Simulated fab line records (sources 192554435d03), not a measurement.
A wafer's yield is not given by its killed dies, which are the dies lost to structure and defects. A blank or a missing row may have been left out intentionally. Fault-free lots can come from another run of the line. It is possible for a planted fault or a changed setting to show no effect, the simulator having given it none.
fab line records	flow n5-finfet
[record] lots = 5	wafers = 15	last-day = 17
route steps=1938 shown DUMMY_GATE@246 SPACER0@258 SD_EPI_N@262 DUMMY_REMOVAL@377 BEOL_M4@1111
lots untouched by any fault: they come from a run of this same line in which no faults occurred
start-h: hours from the record's first day to the start of the lot's first wafer shown	wait-h: hours since the lot's step before	" identical to the entry in the row above	L1.1+2: one row covering several wafers at once	- either no value or no given start	* or withheld: withheld	< > ~ a bound
route shown NAME@n: a module of which the file shows steps, and the number in the route of the first	usual: mean/standard deviation of fault-free wafers	same: alike in all rows	chamber/n: place in a boat	sites: the reading at each site	_std_site: the values' standard deviation	_edge_site: mean of outer sites minus mean of inner sites	radius-mm: for every site, how far away it sits from the centre of the wafer	mask NAME#n: copy n	behind: the tool/chamber that last shaped the wafer	hold: why the lot was held/for how many hours/how that ended	device: the n, p or np transistor that did not switch	end of line: tests of these same wafers at the route's end	a step without rows: its recipe alone	killed: dies lost to structure and defects at the first sort, not the wafer's yield	map: a wafer's dies, marking killed ones x, the rest . and places with no die _
set.NAME: the setting that was run; set.NAME@STEP: the one run at that earlier step	model.NAME: the simulator's own value behind a step, which no gauge read
certain route steps with their lots: each step a table, each wafer a row
services: when a tool's chamber went out of use (start-h, in hours from the record's first day, below 0 if earlier), for how many hours, and the reason
[[steps]]
[step N5_DUMMY_GATE_ETCH_32]
[recipe] chemistry = CF4	target = SiO2	target-depth-a = 35	time-s = 3.9	ion-energy-ev = 350	pressure-mtorr = 10	icp-w = 800	bias-w = 400	cf4-flow-sccm = 80
[usual] bias-w = 399.9/1.1	drypump-motor-current-A = 5.6/0.47	oes-product-au = 0.990/0.017	throttle-valve-pct = 21.71/0.28
lot.wafer	tool	chamber	start-h	wait-h	bias-w	drypump-motor-current-A	oes-product-au	rf-hours-counter-h	throttle-valve-pct
L300.2	rie-si-02	2	68.17	0.1	400.4	5.0	0.953	162	21.35
L300.4	"	1	"	"	399.3	5.4	0.982	129	22.17
L300.5	"	1	"	"	401.9	5.4	0.977	-	22.17
L303.2	rie-si-03	1	79.36	0.1	399.4	6.5	0.993	115	21.74
L303.5	"	2	"	"	399.5	5.8	0.995	-	21.28
L303.6	"	0	"	"	398.6	5.6	1.001	-	21.98
L311.1	rie-si-05	1	126.75	0.1	401.7	5.7	0.986	107	21.68
L311.4	"	0	"	"	398.1	5.1	0.995	50	21.55
L311.6	"	0	"	"	398.7	5.1	0.985	-	21.55
L318.2	rie-si-02	0	173.64	0.1	399.6	5.6	0.990	84	21.78
L318.3	"	3	"	"	399.2	5.5	1.006	177	22.04
L318.4	"	1	"	"	400.5	5.4	0.989	131	22.15
L319.1	rie-si-03	0	175.02	0.1	400.3	5.6	0.985	84	21.97
L319.3	"	2	"	"	400.3	5.8	0.993	73	21.27
L319.5	"	3	"	"	402.4	6.1	1.014	-	21.62
[step N5_DUMMY_GATE_ETCH_23]
[recipe] chemistry = HBr/Cl2/O2	HBr_flow_sccm = 150	Cl2_flow_sccm = 80	O2_flow_sccm = 12	bias-w = 102	target-depth-a = 410	time-s = 22.3	target = poly-Si	mask-material = SiO2	pressure-mtorr = 10	icp-w = 800
[step N5_DUMMY_GATE_ETCH_44]
[recipe] chemistry = HBr/O2	over-etch-frac = 0.7	target-depth-a = 1275	stop-on = SiO2	ion-energy-ev = 60	bias-w = 20	target = poly-Si	mask-material = SiO2	pressure-mtorr = 20	icp-w = 400	HBr_flow_sccm = 120	O2_flow_sccm = 10
[usual] bias-w = 20.00/0.064	drypump-motor-current-A = 5.6/0.47	oes-product-au = 0.728/0.011	throttle-valve-pct = 18.46/0.24
lot.wafer	tool	chamber	start-h	wait-h	bias-w	drypump-motor-current-A	oes-product-au	rf-hours-counter-h	throttle-valve-pct
L300.2	rie-si-02	2	68.26	0.0	20.05	4.9	0.715	162	18.21
L300.4	"	1	"	"	20.00	5.4	0.738	129	18.90
L300.5	"	1	"	"	20.01	5.4	0.731	-	18.88
L303.2	rie-si-03	1	79.45	0.0	20.05	6.5	0.723	115	18.64
L303.5	"	2	"	"	20.01	5.8	0.738	-	18.04
L303.6	"	0	"	"	19.99	5.5	0.727	-	18.63
L311.1	rie-si-05	1	126.84	0.0	19.98	5.8	0.735	107	18.56
L311.4	"	0	"	"	19.93	5.1	0.733	50	18.36
L311.6	"	0	"	"	20.07	5.1	0.756	-	18.38
L318.2	rie-si-02	0	173.73	0.0	20.03	5.7	0.709	84	18.22
L318.3	"	3	"	"	19.86	5.5	0.727	177	18.74
L318.4	"	1	"	"	20.05	5.4	0.723	131	18.88
L319.1	rie-si-03	0	175.11	0.0	19.96	5.6	0.727	84	18.64
L319.3	"	2	"	"	19.99	5.8	0.729	73	18.05
L319.5	"	3	"	"	19.94	6.1	0.742	-	18.44
[step N5_DUMMY_GATE_CD_MEAS_24]
[recipe] target-cd-nm = 15
[usual] cd-nm = 15.2/0.41
lot.wafer	tool	chamber	start-h	wait-h	cd-nm
L300.2	cd-sem-02	-	68.38	0.1	15.1
L300.4	"	-	"	"	15.7
L300.5	"	-	"	"	15.2
L303.2	cd-sem-01	-	79.56	0.1	14.6
L303.5	"	-	"	"	15.4
L303.6	"	-	"	"	14.7
L311.1	cd-sem-02	-	126.94	0.1	15.4
L311.4	"	-	"	"	14.1
L311.6	"	-	"	"	15.1
L318.2	cd-sem-03	-	173.84	0.1	15.1
L318.3	"	-	"	"	15.0
L318.4	"	-	"	"	15.3
L319.1	cd-sem-02	-	175.22	0.1	15.5
L319.3	"	-	"	"	15.3
L319.5	"	-	"	"	15.4
[step N5_DUMMY_GATE_ETCH_42]
[recipe] chemistry = CHF3/O2	target = SiO2	target-depth-a = 35	time-s = 31	ion-energy-ev = 30	bias-w = 12	pressure-mtorr = 30	source-w = 600	Ar_flow_sccm = 200	CHF3_flow_sccm = 50	O2_flow_sccm = 5
[step N5_DUMMY_GATE_STRIP_48]
[recipe] chemistry = N2/H2	time-s = 20	power-w = 100	temp-c = 40	pressure-mtorr = 100	rf-frequency-hz = 6e+07	bias-power-w = 3	n2-flow-sccm = 300	h2-flow-sccm = 300
[usual] drypump-motor-current-A = 5.7/0.39	oes-product-au = 0.81/0.094	rf-vpp-V = 45.3/0.86	showerhead-plenum-p-Torr = 3.41/0.09	throttle-valve-pct = 12.18/0.26
lot.wafer	tool	chamber	start-h	wait-h	drypump-motor-current-A	oes-product-au	rf-hours-counter-h	rf-vpp-V	showerhead-plenum-p-Torr	throttle-valve-pct
L300.2	rie-diel-02	2	68.48	0.0	5.6	0.79	130	46.0	3.38	11.97
L300.4	"	1	"	"	5.0	0.72	219	44.6	3.47	12.30
L300.5	"	3	"	"	5.2	0.75	-	46.6	3.54	12.46
L303.2	rie-diel-04	2	79.66	0.0	6.4	0.93	17	46.7	3.46	12.19
L303.5	"	2	"	"	6.4	0.92	-	45.1	3.46	12.20
L303.6	"	1	"	"	5.3	0.67	-	44.1	3.32	12.55
L311.1	rie-diel-05	2	127.04	0.0	5.5	0.93	24	45.4	3.46	11.93
L311.4	"	3	"	"	5.6	0.94	6	45.1	3.29	11.69
L311.6	"	1	"	"	5.6	0.76	-	46.3	3.37	12.06
L318.2	rie-diel-05	1	173.94	0.0	5.6	0.76	149	46.6	3.36	12.12
L318.3	"	0	"	"	6.2	0.73	166	44.8	3.51	12.56
L318.4	"	2	"	"	5.5	0.91	35	44.3	3.45	11.96
L319.1	rie-diel-05	2	175.31	0.0	5.5	0.91	36	45.6	3.45	11.97
L319.3	"	1	"	"	5.6	0.76	150	44.6	3.36	12.11
L319.5	"	3	"	"	5.6	0.91	-	45.7	3.29	11.71
[step N5_DUMMY_GATE_PRECLEAN_33]
[recipe] chemistry = dHF	time-s = 10	dilution = 750:1	temp-c = 25
[step N5_DUMMY_GATE_PRECLEAN_25]
[recipe] chemistry = O3/DIW	time-s = 45	temp-c = 22	o3-ppm = 10
[step N5_DUMMY_GATE_PRECLEAN_51]
[recipe] chemistry = SC2	time-s = 45	temp-c = 35	mix = 1:1:50
[step N5_DUMMY_GATE_SRD_26]
[recipe] dry = ipa-marangoni	time-s = 30	temp-c = 23	rinse-liquid = diw
[step N5_DUMMY_GATE_UV_OZONE_45]
[recipe] time-s = 120	pressure-torr = 760	temp-c = 25
[step N5_DUMMY_GATE_INSPECT_27]
[recipe] inspect-instrument = brightfield	mode = aei
[usual] raw-defect-count = 323/86
lot.wafer	tool	chamber	start-h	wait-h	raw-defect-count
L300.2	defect-inspect-02	-	68.66	0.0	373
L300.4	"	-	"	"	652
L300.5	"	-	"	"	329
L303.2	defect-inspect-01	-	79.84	0.0	225
L303.5	"	-	"	"	278
L303.6	"	-	"	"	251
L311.1	defect-inspect-02	-	127.23	0.0	151
L311.4	"	-	"	"	236
L311.6	"	-	"	"	249
L318.2	defect-inspect-02	-	174.12	0.0	358
L318.3	"	-	"	"	243
L318.4	"	-	"	"	373
L319.1	defect-inspect-02	-	175.50	0.0	365
L319.3	"	-	"	"	213
L319.5	"	-	"	"	297
[step N5_SPACER0_ALD_07]
[recipe] material = SiNx	target-thk-a = 20	temp-c = 400	ald-precursor-family = SiH2I2	ald-co-reactant = N2/H2-plasma	pressure-torr = 2
[usual] heater-power-w = 857/100
lot.wafer	tool	chamber	start-h	wait-h	heater-power-w	since-wet-clean-h	model.SiNx_of_SPACER0_ALD_07.thk-nm
L300.2	ald-sin-03	0	68.89	0.2	766	257	2
L300.4	"	2	"	"	705	257	2
L300.5	"	0	"	"	772	-	2
L303.2	ald-sin-03	1	79.88	0.0	910	268	2
L303.5	"	0	"	"	775	-	2
L303.6	"	1	"	"	939	-	2
L311.1	ald-sin-03	0	127.43	0.2	779	316	3.4
L311.4	"	2	"	"	702	-	2
L311.6	"	0	"	"	766	-	3.4
L318.2	ald-sin-01	0	174.26	0.1	980	166	2
L318.3	"	2	"	"	1004	166	2
L318.4	"	0	"	"	937	-	2
L319.1	ald-sin-04	3	175.81	0.3	799	274	2
L319.3	"	0	"	"	785	274	2
L319.5	"	3	"	"	792	-	2
[step N5_SPACER0_ALD_00]
[recipe] material = SiOCN	target-thk-a = 35	temp-c = 400	ald-precursor-family = alkyl-aminosilane	ald-co-reactant = O2/N2-plasma	pulse-time-s = 3	purge-time-s = 2	co-reactant-purge-time-s = 2	ald-cycles = 58	pressure-torr = 2
[step N5_SPACER0_ALD_08]
[recipe] material = SiNx	target-thk-a = 20	temp-c = 400	ald-precursor-family = SiH2I2	ald-co-reactant = N2/H2-plasma	pressure-torr = 2
[step N5_SPACER0_INSPECT_04]
[recipe] inspect-instrument = darkfield	mode = post-dep
[usual] raw-defect-count = 147/34
lot.wafer	tool	chamber	start-h	wait-h	raw-defect-count
L300.2	defect-inspect-02	-	69.46	0.1	133
L300.4	"	-	"	"	247
L300.5	"	-	"	"	116
L303.2	defect-inspect-02	-	80.45	0.1	133
L303.5	"	-	"	"	143
L303.6	"	-	"	"	118
L311.1	defect-inspect-01	-	128.00	0.1	74
L311.4	"	-	"	"	109
L311.6	"	-	"	"	107
L318.2	defect-inspect-01	-	174.83	0.1	143
L318.3	"	-	"	"	140
L318.4	"	-	"	"	156
L319.1	defect-inspect-01	-	176.37	0.1	142
L319.3	"	-	"	"	97
L319.5	"	-	"	"	138
[step N5_SD_EPI_N_COAT_32]
[recipe] resist = SOC	temp-c = 250	time-s = 60	spin-rpm = 1500	resist-thk-nm = 350
[step N5_SD_EPI_N_COAT_33]
[recipe] resist = SiARC	temp-c = 220	time-s = 60	spin-rpm = 1500	resist-thk-nm = 35
[step N5_SD_EPI_N_COAT_03]
[recipe] resist = CAR-ArF-block	spin-rpm = 1500	resist-thk-nm = 150
[step N5_SD_EPI_N_EBR_05]
[recipe] solvent = PGMEA	ebr-width-mm = 1.5
[step N5_SD_EPI_N_SOFTBAKE_04]
[recipe] temp-c = 110	time-s = 60	resist = CAR-ArF-block
[step N5_SD_EPI_N_EXPOSE_06]
[recipe] mask-id = SD_N_BLK	na = 1.35	source-shape = conventional	sigma-outer = 0.8	polarization = unpolarized	target-cd-nm = 120	dose-mj = 39.75
[step N5_SD_EPI_N_PEB_07]
[recipe] peb-temp-c = 110	peb-time-s = 60	resist = CAR-ArF-block
[step N5_SD_EPI_N_DEVELOP_08]
[recipe] develop-time-s = 30	developer = TMAH	resist = CAR-ArF-block	dev-temp-c = 23	rinse-liquid = diw	dry = air-spin
[step N5_SD_EPI_N_CD_MEAS_09]
[recipe] target-cd-nm = 120	landing-energy-ev = 500	detector = se-inlens
[usual] cd-nm = 120.2/0.83
lot.wafer	tool	chamber	start-h	wait-h	cd-nm
L300.2	cd-sem-03	0	69.73	-	120.5
L300.4	"	0	"	"	121.4
L300.5	"	0	"	"	122.4
L303.2	cd-sem-02	0	80.85	-	121.4
L303.5	"	0	"	"	121.2
L303.6	"	0	"	"	121.4
L311.1	cd-sem-01	0	128.27	-	120.7
L311.4	"	0	"	"	120.7
L311.6	"	0	"	"	120.9
L318.2	cd-sem-03	0	175.23	-	119.2
L318.3	"	0	"	"	119.6
L318.4	"	0	"	"	119.0
L319.1	cd-sem-02	0	176.65	-	118.8
L319.3	"	0	"	"	119.6
L319.5	"	0	"	"	118.0
[step N5_SD_EPI_N_OVL_MEAS_10]
[recipe] points-per-wafer = 44
[usual] SD_N_BLK_OVL = 0.7/0.79
lot.wafer	tool	chamber	start-h	wait-h	SD_N_BLK_OVL[nm]
L300.2	overlay-01	0	69.76	0.0	0.6
L300.4	"	0	"	"	1.7
L300.5	"	0	"	"	0.1
L303.2	overlay-01	0	80.88	0.0	-0.8
L303.5	"	0	"	"	-0.1
L303.6	"	0	"	"	0.0
L311.1	overlay-01	0	128.30	0.0	0.9
L311.4	"	0	"	"	0.7
L311.6	"	0	"	"	1.5
L318.2	overlay-01	0	175.26	0.0	0.2
L318.3	"	0	"	"	1.1
L318.4	"	0	"	"	-0.3
L319.1	overlay-01	0	176.68	0.0	1.7
L319.3	"	0	"	"	1.4
L319.5	"	0	"	"	1.1
[step N5_SD_EPI_N_INSPECT_11]
[recipe] mode = adi	inspect-instrument = macro
[usual] raw-defect-count = 1.9/1.3
lot.wafer	tool	chamber	start-h	wait-h	raw-defect-count
L300.2	defect-inspect-01	-	69.78	0.0	2
L300.4	"	-	"	"	3
L300.5	"	-	"	"	2
L303.2	defect-inspect-01	-	80.90	0.0	1
L303.5	"	-	"	"	0
L303.6	"	-	"	"	0
L311.1	defect-inspect-01	-	128.33	0.0	3
L311.4	"	-	"	"	0
L311.6	"	-	"	"	1
L318.2	defect-inspect-02	-	175.28	0.0	1
L318.3	"	-	"	"	1
L318.4	"	-	"	"	2
L319.1	defect-inspect-01	-	176.70	0.0	1
L319.3	"	-	"	"	2
L319.5	"	-	"	"	1
[step N5_SD_EPI_N_DESCUM_14]
[recipe] chemistry = O2	time-s = 7.9	source-power-w = 50	bias-power-w = 20	pressure-mtorr = 20	rf-frequency-hz = 2.712e+07	temp-c = 40	resist = CAR-ArF-block	o2-flow-sccm = 225
[usual] drypump-motor-current-A = 5.9/0.53	oes-product-au = 0.78/0.089	rf-vpp-V = 243.8/1.5	showerhead-plenum-p-Torr = 2.13/0.079	throttle-valve-pct = 20.38/0.21
lot.wafer	tool	chamber	start-h	wait-h	drypump-motor-current-A	oes-product-au	rf-hours-counter-h	rf-vpp-V	showerhead-plenum-p-Torr	throttle-valve-pct
L300.2	rie-diel-03	1	69.82	0.0	5.4	0.75	145	245.9	2.18	20.42
L300.4	"	1	"	"	5.5	0.75	-	243.3	2.18	20.43
L300.5	"	3	"	"	6.0	0.86	-	242.0	2.05	20.53
L303.2	rie-diel-01	3	81.21	0.3	6.6	0.71	222	244.4	2.16	20.55
L303.5	"	3	"	"	6.6	0.71	-	245.0	2.16	20.54
L303.6	"	0	"	"	6.3	0.81	-	244.9	2.20	20.20
L311.1	rie-diel-06	3	128.36	0.0	5.4	0.68	248	240.5	1.99	20.72
L311.4	"	1	"	"	6.6	0.73	184	243.7	2.19	20.54
L311.6	"	2	"	"	6.3	0.71	-	241.5	2.05	20.35
L318.2	rie-diel-06	0	175.31	0.0	5.8	0.70	218	244.8	2.17	20.51
L318.3	"	1	"	"	6.6	0.72	204	244.0	2.18	20.56
L318.4	"	3	"	"	5.4	0.98	1	246.6	2.25	20.43
L319.1	rie-diel-06	0	176.74	0.0	5.7	0.70	218	243.9	2.17	20.51
L319.3	"	2	"	"	6.3	0.69	242	243.8	2.04	20.38
L319.5	"	2	"	"	6.3	0.69	-	243.7	2.04	20.39
[step N5_SD_EPI_N_ETCH_34]
[recipe] chemistry = CF4	target = SiARC	target-depth-a = 455	mask-material = CAR-ArF-block	time-s = 75.8	ion-energy-ev = 80	pressure-mtorr = 40	source-w = 545	bias-w = 36	Ar_flow_sccm = 100	cf4-flow-sccm = 100	ends = cleared
[step N5_SD_EPI_N_ETCH_35]
[recipe] chemistry = N2/H2	target = SOC	overetch-a = 1080	mask-material = SiARC	temp-c = 40	ion-energy-ev = 100	source-w = 3000	bias-w = 133	pressure-mtorr = 20	time-s = 486	n2-flow-sccm = 200	h2-flow-sccm = 200
[step N5_SD_EPI_N_STRIP_36]
[recipe] chemistry = N2/H2	temp-c = 40	n2-flow-sccm = 200	h2-flow-sccm = 200	rf-frequency-hz = 6e+07
[step N5_SD_EPI_N_ETCHBACK_44]
[recipe] chemistry = CH3F/O2	mode = anisotropic-etchback	target = SiNx	target-depth-a = 145	stop-on = SiO2	over-etch-frac = 0.3	ion-energy-ev = 120	pressure-mtorr = 30	source-w = 395	bias-w = 73	Ar_flow_sccm = 150	CH3F_flow_sccm = 30	O2_flow_sccm = 20
[step N5_SD_EPI_N_ETCH_45]
[recipe] chemistry = CH3F/O2	target = SiOCN	target-depth-a = 60	mask-material = SOC	ion-energy-ev = 60	bias-w = 29	pressure-mtorr = 15	source-w = 410	Ar_flow_sccm = 150	CH3F_flow_sccm = 30	O2_flow_sccm = 20
[usual] bias-w = 29.00/0.089	drypump-motor-current-A = 5.9/0.53	oes-product-au = 0.77/0.09	rf-vpp-V = 127.8/1.1	showerhead-plenum-p-Torr = 2.03/0.072	throttle-valve-pct = 23.28/0.16
lot.wafer	tool	chamber	start-h	wait-h	bias-w	drypump-motor-current-A	oes-product-au	rf-hours-counter-h	rf-vpp-V	showerhead-plenum-p-Torr	throttle-valve-pct
L300.2	rie-diel-03	1	70.33	0.1	29.05	5.5	0.75	146	127.9	2.06	23.19
L300.4	"	1	"	"	28.99	5.5	0.75	-	127.9	2.06	23.21
L300.5	"	3	"	"	29.05	6.0	0.86	-	127.5	1.95	23.41
L303.2	rie-diel-01	3	81.73	0.1	28.95	6.5	0.73	222	127.7	2.04	23.35
L303.5	"	3	"	"	28.99	6.6	0.72	-	127.0	2.04	23.34
L303.6	"	0	"	"	29.07	6.3	0.79	-	129.1	2.10	23.05
L311.1	rie-diel-06	3	128.88	0.1	28.86	5.4	0.69	248	126.1	1.88	23.41
L311.4	"	1	"	"	29.07	6.6	0.74	184	127.8	2.07	23.33
L311.6	"	2	"	"	28.88	6.3	0.70	-	127.3	1.97	23.35
L318.2	rie-diel-06	0	175.83	0.1	29.02	5.7	0.69	218	127.9	2.07	23.47
L318.3	"	1	"	"	29.08	6.6	0.72	204	127.5	2.06	23.35
L318.4	"	3	"	"	28.92	5.4	0.95	1	128.7	2.13	23.18
L319.1	rie-diel-06	0	177.25	0.1	28.91	5.8	0.70	218	127.0	2.07	23.47
L319.3	"	2	"	"	29.03	6.3	0.69	242	127.1	1.96	23.37
L319.5	"	2	"	"	28.99	6.3	0.69	-	127.7	1.96	23.36
[step N5_SD_EPI_N_ETCH_16]
[recipe] chemistry = CHF3/O2	target = SiO2	target-depth-a = 50	mask-material = SOC	pressure-mtorr = 30	source-w = 650	bias-w = 170	Ar_flow_sccm = 200	CHF3_flow_sccm = 50	O2_flow_sccm = 5	ion-energy-ev = 200
[step N5_SD_EPI_N_STRIP_47]
[recipe] chemistry = CHF3/O2	resist = SiARC	rf-frequency-hz = 6e+07
[step N5_SD_EPI_N_SD_RECESS_17]
[recipe] chemistry = HBr/Cl2/O2	target-depth-a = 410	mask-material = SOC	time-s = 23.7	bt-time-s = 3	pressure-mtorr = 10	icp-w = 800	bias-w = 112	HBr_flow_sccm = 150	Cl2_flow_sccm = 80	O2_flow_sccm = 12
[step N5_SD_EPI_N_STRIP_38]
[recipe] chemistry = N2/H2	power-w = 1000	temp-c = 250	h2-frac = 0.65	overash-fraction = 0.3	pressure-mtorr = withheld	n2-flow-sccm = 1750	h2-flow-sccm = 3250
[step N5_SD_EPI_N_WET_ETCH_43]
[recipe] chemistry = dHF	dilution = withheld	time-s = 14	target = SiO2	target-depth-a = 15	temp-c = 25
[step N5_SD_EPI_N_STRIP_18]
[recipe] chemistry = SPM	time-s = 750	temp-c = 130	h2so4-h2o2-vol-ratio = 4
[step N5_SD_EPI_N_SRD_20]
[recipe] dry = ipa-marangoni	do-ppb = 5	time-s = 30	temp-c = 23	rinse-liquid = diw
[step N5_SD_EPI_N_PRECLEAN_48]
[recipe] chemistry = NF3:NH3	afs-cycles = 2	temp-c = 30	time-s = 20	sublimation-temp-c = 180	sublimation-time-s = 60	pressure-torr = 3	rf-power-w = 30
[step N5_SD_EPI_N_VAPOR_ETCH_50]
[recipe] chemistry = HCl	target = Si	temp-c = 775	time-s = 54	pressure-torr = 20	mode = isotropic
[step N5_DUMMY_REMOVAL_HM_STRIP_01]
[recipe] chemistry = CH3F/O2	material = SiNx	target-depth-a = 40	stop-on = poly-Si	time-s = 6.8	over-etch-frac = 0.3	ion-energy-ev = 60	power-w = 410	bias-w = 29	Ar_flow_sccm = 150	CH3F_flow_sccm = 30	O2_flow_sccm = 20
[usual] bias-w = 28.98/0.1	drypump-motor-current-A = 5.6/0.37	oes-product-au = 0.65/0.071	rf-vpp-V = 127.6/1	showerhead-plenum-p-Torr = 2.02/0.052	throttle-valve-pct = 16.30/0.19
lot.wafer	tool	chamber	start-h	wait-h	bias-w	drypump-motor-current-A	oes-product-au	rf-hours-counter-h	rf-vpp-V	showerhead-plenum-p-Torr	throttle-valve-pct
L300.2	rie-diel-05	0	90.47	0.0	29.08	6.2	0.62	142	128.8	2.09	16.58
L300.4	"	1	"	"	28.78	5.6	0.62	-	127.7	2.02	16.27
L300.5	"	0	"	"	28.95	6.2	0.61	-	127.2	2.09	16.58
L303.2	rie-diel-05	0	102.99	0.0	28.98	6.2	0.62	146	127.9	2.09	16.60
L303.5	"	0	"	"	28.86	6.2	0.63	-	128.1	2.09	16.59
L303.6	"	1	"	"	29.05	5.6	0.62	-	127.2	2.02	16.27
L311.1	rie-diel-04	1	149.41	0.0	29.03	5.4	0.98	2	127.9	1.95	16.01
L311.4	"	3	"	"	29.08	5.7	0.71	30	127.2	2.05	16.37
L311.6	"	3	"	"	29.09	5.7	0.89	-	128.1	2.05	16.36
L318.2	rie-diel-05	1	196.33	0.0	29.01	5.6	0.60	156	126.1	2.01	16.32
L318.3	"	0	"	"	28.94	6.2	0.60	173	127.8	2.08	16.65
L318.4	"	3	"	"	28.90	5.6	0.73	26	127.9	1.98	16.20
L319.1	rie-diel-02	2	199.98	0.0	28.94	5.6	0.61	165	127.2	1.99	16.12
L319.3	"	3	"	"	28.86	5.2	0.59	176	128.6	2.08	16.57
L319.5	"	3	"	"	28.81	5.2	0.59	-	128.7	2.08	16.57
[step N5_BEOL_M4_RC_MEAS_101]
[usual] DIBL_N = 35.7/1.5	DIBL_P = 35.7/2	IOFF_N = 0.155/0.026	IOFF_P = 0.20/0.031	ION_N = 675/11	ION_P = 462/7.1	SS_N = 71.3/0.57	SS_P = 73.1/0.56	VT_N = 250/3	VT_P = -251/3
lot.wafer	tool	chamber	start-h	wait-h	DIBL_N[mV/V]	DIBL_P[mV/V]	IOFF_N[nA/um]	IOFF_P[nA/um]	ION_N[uA/um]	ION_P[uA/um]	SS_N[mV/dec]	SS_P[mV/dec]	VT_N[mV]	VT_P[mV]
L300.2	prober-02	0	194.28	0.2	37.2	37.7	0.195	0.27	681	474	72.1	72.8	244	-245
L300.4	"	0	"	"	34.4	34.7	0.139	0.21	663	460	71.3	73.1	253	-249
L300.5	"	0	"	"	34.9	34.9	0.153	0.22	680	469	71.1	72.8	249	-247
L303.2	prober-01	0	198.56	0.2	37.8	36.2	0.187	0.20	659	448	72.3	73.6	249	-252
L303.5	"	0	"	"	35.0	35.7	0.163	0.22	672	464	71.6	72.9	247	-250
L303.6	"	0	"	"	35.7	35.3	0.162	0.19	672	451	71.3	73.2	250	-251
L311.4	prober-02	0	256.28	0.5	37.3	36.9	0.163	0.21	667	460	72.1	73.0	251	-252
L318.2	prober-01	0	305.52	0.2	32.7	33.4	0.113	0.16	666	452	70.4	72.4	254	-254
L318.3	"	0	"	"	34.7	35.0	0.136	0.18	669	454	71.8	72.3	251	-252
L318.4	"	0	"	"	34.4	34.9	0.138	0.17	670	448	70.7	72.6	251	-254
L319.1	prober-02	0	311.93	0.0	36.3	37.6	0.193	0.26	693	474	71.5	73.7	245	-245
L319.3	"	0	"	"	35.5	35.5	0.161	0.22	678	457	71.8	72.8	249	-248
L319.5	"	0	"	"	33.8	34.1	0.143	0.20	677	466	70.8	72.3	250	-251
[[services]]
tool	chamber	start-h	hours	kind
ald-sin-01	1	45.29	2.0	repair
ald-sin-01	3	49.33	6.0	repair
rie-diel-05	3	55.54	9.2	repair
rie-diel-04	0	57.00	4.1	repair
rie-si-03	-	59.72	0.9	repair
rie-diel-05	2	63.93	2.1	repair
rie-diel-01	1	66.24	16.2	repair
rie-diel-06	0	95.43	9.2	repair
rie-diel-01	0	107.19	29.5	repair
rie-diel-05	1	112.71	3.3	repair
ald-sin-03	-	120.00	1.0	repair
rie-si-03	-	126.61	14.6	pm
rie-diel-04	2	143.32	5.9	repair
rie-diel-04	-	144.48	0.2	repair
rie-diel-02	2	145.20	5.7	repair
rie-si-03	2	153.27	10.2	repair
rie-diel-06	2	169.03	5.1	repair
rie-diel-01	3	172.08	16.0	repair
rie-diel-02	-	174.67	14.6	pm
rie-diel-01	1	175.77	9.0	repair
ald-sin-03	-	176.75	14.0	pm
rie-diel-06	-	183.10	0.2	repair
rie-diel-03	3	184.82	4.3	repair
rie-diel-02	0	190.78	2.9	repair
[[key]]
[first-sign] step = N5_DUMMY_REMOVAL_HM_STRIP_01	reading = oes-product-au	direction = up	sigmas = 4	usual = 0.65	struck = 0.94
effect none on later readings
[model-effect] step = N5_SPACER0_ALD_07	value = SiNx_of_SPACER0_ALD_07.thk-nm	without = 2	struck = 3.4
met-at N5_SPACER0_ALD_07
struck-wafers L311.1,L311.6
later-rows-left-out L311.1,L311.6
sort-left-out L311.1,L311.6
onset-between 79.88 127.43
[fault] kind = process-parameter-drift	tool = ald-sin-03	chamber = 0	onset-h = 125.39	steps = N5_SPACER0_ALD_07	channel = target-thk-a	offset = *	shape = step	end-h = 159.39	acts-in = *	stated = *
// sort-left-out: the simulated sort isn't trusted on such a fault, so these wafers' sort isn't shown, and their yield isn't known
// later-rows-left-out: the simulator's readings of these wafers behind a module that went badly wrong aren't trusted and aren't shown, but for the sort
